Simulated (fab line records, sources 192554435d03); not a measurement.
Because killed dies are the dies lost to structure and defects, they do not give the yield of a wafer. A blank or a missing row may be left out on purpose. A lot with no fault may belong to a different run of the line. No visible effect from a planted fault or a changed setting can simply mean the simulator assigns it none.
Chamber matching / flow n5-finfet / rie-diel-04 running N5_STI_FIN_REVEAL_STRIP_24: 4 sister chambers
The step strips in N2/H2, time 90 s. 14 wafers are shown with their chamber, then 7 later ones without.

WAFERS, EACH WITH ITS CHAMBER
wafer=L074.1; chamber=0; showerhead-plenum-p-Torr (Torr)=3.51; drypump-motor-current-A (A)=5.8; throttle-valve-pct (%)=12.35
wafer=L074.4; chamber=3; showerhead-plenum-p-Torr (Torr)=3.40; drypump-motor-current-A (A)=5.1; throttle-valve-pct (%)=12.13
wafer=L074.6; chamber=2; showerhead-plenum-p-Torr (Torr)=3.32; drypump-motor-current-A (A)=6.3; throttle-valve-pct (%)=12.11
wafer=L075.1; chamber=0; showerhead-plenum-p-Torr (Torr)=3.51; drypump-motor-current-A (A)=5.7; throttle-valve-pct (%)=12.34
wafer=L075.4; chamber=2; showerhead-plenum-p-Torr (Torr)=3.32; drypump-motor-current-A (A)=6.3; throttle-valve-pct (%)=12.12
wafer=L075.6; chamber=1; showerhead-plenum-p-Torr (Torr)=3.27; drypump-motor-current-A (A)=5.8; throttle-valve-pct (%)=12.10
wafer=L077.2; chamber=1; showerhead-plenum-p-Torr (Torr)=3.27; drypump-motor-current-A (A)=5.9; throttle-valve-pct (%)=12.11
wafer=L077.3; chamber=0; showerhead-plenum-p-Torr (Torr)=3.51; drypump-motor-current-A (A)=5.8; throttle-valve-pct (%)=12.36
wafer=L077.5; chamber=3; showerhead-plenum-p-Torr (Torr)=3.40; drypump-motor-current-A (A)=5.1; throttle-valve-pct (%)=12.12
wafer=L078.1; chamber=2; showerhead-plenum-p-Torr (Torr)=3.31; drypump-motor-current-A (A)=6.3; throttle-valve-pct (%)=12.12
wafer=L078.2; chamber=1; showerhead-plenum-p-Torr (Torr)=3.27; drypump-motor-current-A (A)=5.9; throttle-valve-pct (%)=12.13
wafer=L078.3; chamber=0; showerhead-plenum-p-Torr (Torr)=3.51; drypump-motor-current-A (A)=5.8; throttle-valve-pct (%)=12.37
wafer=L080.2; chamber=2; showerhead-plenum-p-Torr (Torr)=3.31; drypump-motor-current-A (A)=6.3; throttle-valve-pct (%)=12.12
wafer=L080.3; chamber=1; showerhead-plenum-p-Torr (Torr)=3.27; drypump-motor-current-A (A)=5.9; throttle-valve-pct (%)=12.13

SIGNATURES, as means of the wafers listed above
reading=showerhead-plenum-p-Torr; chamber 0=3.5100; chamber 1=3.2700; chamber 2=3.3150; chamber 3=3.4000; scatter within a chamber=0.00316
reading=drypump-motor-current-A; chamber 0=5.775; chamber 1=5.875; chamber 2=6.300; chamber 3=5.100; scatter within a chamber=0.0387
reading=throttle-valve-pct; chamber 0=12.3550; chamber 1=12.1175; chamber 2=12.1175; chamber 3=12.1250; scatter within a chamber=0.0114
Rule: for a wafer and a chamber, the distance is found by dividing, reading by reading, the gap between the wafer's reading and the chamber's mean by the reading's scatter, squaring, summing and taking the root. The wafer belongs to the nearest chamber; if the next one is less than 2 further off, it can't be placed. The scatter: take each reading less its chamber's mean, square it, sum over the shown wafers, divide by the number of wafers less the number of chambers, and take the root.

WAFERS WITH NO CHAMBER GIVEN
wafer=L080.6; showerhead-plenum-p-Torr (Torr)=3.27; drypump-motor-current-A (A)=5.9; throttle-valve-pct (%)=12.14
wafer=L091.3; showerhead-plenum-p-Torr (Torr)=3.25; drypump-motor-current-A (A)=5.8; throttle-valve-pct (%)=12.19
wafer=L091.4; showerhead-plenum-p-Torr (Torr)=3.49; drypump-motor-current-A (A)=5.8; throttle-valve-pct (%)=12.43
wafer=L091.5; showerhead-plenum-p-Torr (Torr)=3.38; drypump-motor-current-A (A)=5.1; throttle-valve-pct (%)=12.20
wafer=L094.1; showerhead-plenum-p-Torr (Torr)=3.49; drypump-motor-current-A (A)=5.8; throttle-valve-pct (%)=12.46
wafer=L094.4; showerhead-plenum-p-Torr (Torr)=3.25; drypump-motor-current-A (A)=5.9; throttle-valve-pct (%)=12.23
wafer=L094.5; showerhead-plenum-p-Torr (Torr)=3.38; drypump-motor-current-A (A)=5.1; throttle-valve-pct (%)=12.23

WHICH CHAMBER EACH ONE RAN IN
wafer=L080.6; from the rows above=1; in truth=1
wafer=L091.3; from the rows above=1; in truth=1
wafer=L091.4; from the rows above=0; in truth=0
wafer=L091.5; from the rows above=3; in truth=3
wafer=L094.1; from the rows above=0; in truth=0
wafer=L094.4; from the rows above=1; in truth=1
wafer=L094.5; from the rows above=3; in truth=3
7 of 7 placed correctly. Can't be placed from these rows: 0. Wrongly placed: 0.
